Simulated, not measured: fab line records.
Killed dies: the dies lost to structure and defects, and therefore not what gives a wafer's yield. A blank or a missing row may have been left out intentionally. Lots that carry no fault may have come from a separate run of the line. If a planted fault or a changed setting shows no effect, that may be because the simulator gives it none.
Which tool is to blame? | flow n5_finfet | 29 wafers from 10 lots sampled at 2 of the route's 1938 steps

## WHAT THE GAUGES SHOWED, per wafer
N5_MIM_TOP_LITHO_OVL_MEAS_11. Usual: MIM_TOP_OVL 5 nm, standard deviation 6.9.
lot  | measured     | on         | MIM_TOP_OVL (nm) | flag
L999 | day 12 15:02 | overlay-02 | 5 7 4            |
L103 | day 13 14:29 | overlay-02 | 12 8 11          |
L102 | day 13 22:05 | overlay-01 | 19 17 20         |
L108 | day 15 04:55 | overlay-01 | 7 -4 3           |
L109 | day 15 05:13 | overlay-02 | 3 5 -1           |
L110 | day 15 05:22 | overlay-01 | 6 4 9            |
L115 | day 16 15:47 | overlay-01 | 11 9 11          |
L116 | day 17 03:01 | overlay-02 | 6 15             |
L118 | day 17 04:44 | overlay-02 | -3 1 -10         |
L120 | day 17 16:46 | overlay-02 | 5 7 9            |

## TOOL THAT RAN EACH LOT (tool first, then ch and the chambers of the sampled wafers, then the start)
lot  | N5_BEOL_M9_ETCH_66
L999 | rie_diel-02 ch 0,2,3, day 10 10:05
L103 | rie_diel-02 ch 0,3, day 11 10:00
L102 | rie_diel-05 ch 0,3, day 11 10:09
L108 | rie_diel-05 ch 1,2, day 13 04:09
L109 | rie_diel-06 ch 2,3, day 13 11:19
L110 | rie_diel-06 ch 0,2, day 13 11:58
L115 | rie_diel-02 ch 0,3, day 14 04:29
L116 | rie_diel-02 ch 2,3, day 14 23:37
L118 | rie_diel-02 ch 2,3, day 15 02:27
L120 | rie_diel-05 ch 0,1,2, day 15 22:39
- N5_BEOL_M9_ETCH_66: etches SOC in N2/H2, target depth 80 nm, overetch 16 nm, time 120 s.

## WHAT THE TOOLS THEMSELVES READ (means of the sampled wafers that have a number; where no wafer has one, the mark that the record gives instead)
N5_BEOL_M9_ETCH_66. Usual: chamber_pressure_mTorr 30.001 mTorr, standard deviation 0.028; drypump_motor_current_A 5.9 A, standard deviation 0.35; n2_flow_sccm 200.0 sccm, standard deviation 0.65; oes_product_au 0.59 a.u., standard deviation 0.057; rf_fwd_power_W 836.1 W, standard deviation 2.9; rf_vpp_V 523 V, standard deviation 3.1; showerhead_plenum_p_Torr 2.50 Torr, standard deviation 0.12; throttle_valve_pct 17.8 %, standard deviation 0.32.
lot  | tool        | chamber_pressure_mTorr (mTorr) | drypump_motor_current_A (A) | n2_flow_sccm (sccm) | oes_product_au (a.u.) | rf_fwd_power_W (W) | rf_vpp_V (V) | showerhead_plenum_p_Torr (Torr) | throttle_valve_pct (%) | flag
L999 | rie_diel-02 | 29.992                         | 5.7                         | 200.6               | 0.60                  | 835.6              | 524          | 2.55                            | 17.8                   |
L103 | rie_diel-02 | 29.989                         | 5.5                         | 199.8               | 0.58                  | 839.7              | 524          | 2.49                            | 17.7                   |
L102 | rie_diel-05 | 30.021                         | 5.8                         | 199.1               | 0.60                  | 835.0              | 525          | 2.58                            | 17.9                   |
L108 | rie_diel-05 | 30.007                         | 5.7                         | 199.8               | 0.53                  | 837.4              | 519          | 2.38                            | 18.1                   |
L109 | rie_diel-06 | 29.998                         | 6.1                         | 199.5               | 0.62                  | 833.0              | 524          | 2.54                            | 17.5                   |
L110 | rie_diel-06 | 29.995                         | 6.1                         | 199.4               | 0.61                  | 839.4              | 525          | 2.59                            | 17.9                   |
L115 | rie_diel-02 | 30.011                         | 5.6                         | 199.9               | 0.57                  | 837.1              | 523          | 2.48                            | 17.7                   |
L116 | rie_diel-02 | 30.020                         | 6.0                         | 201.2               | 0.60                  | 835.2              | 524          | 2.56                            | 17.8                   |
L118 | rie_diel-02 | 29.989                         | 5.9                         | 199.8               | 0.61                  | 833.3              | 525          | 2.60                            | 17.9                   |
L120 | rie_diel-05 | 30.022                         | 5.7                         | 199.9               | 0.64                  | 836.2              | 523          | 2.50                            | 17.7                   |

## THE ANSWER, worked out from the rows above alone
Rule: take the mean of a lot's wafers that have a number; if it is more than 3 standard deviations from the usual mean, the lot is off. A lot without any number at a reading at which 4 lots or more have one is off too. Where the step has rows for the other lots, those lots are counted as sound. The gauges are gone through in route order, then the tools' own readings, and for those a lot's mean is taken as printed above. The first step at which some lot is off is used, and at that step the reading that is off furthest; a lot without a number counts as furthest.
No lot is off on any of the readings shown, so nothing can be concluded from this.

## WHAT HAD BEEN PUT IN BY THE SIMULATOR
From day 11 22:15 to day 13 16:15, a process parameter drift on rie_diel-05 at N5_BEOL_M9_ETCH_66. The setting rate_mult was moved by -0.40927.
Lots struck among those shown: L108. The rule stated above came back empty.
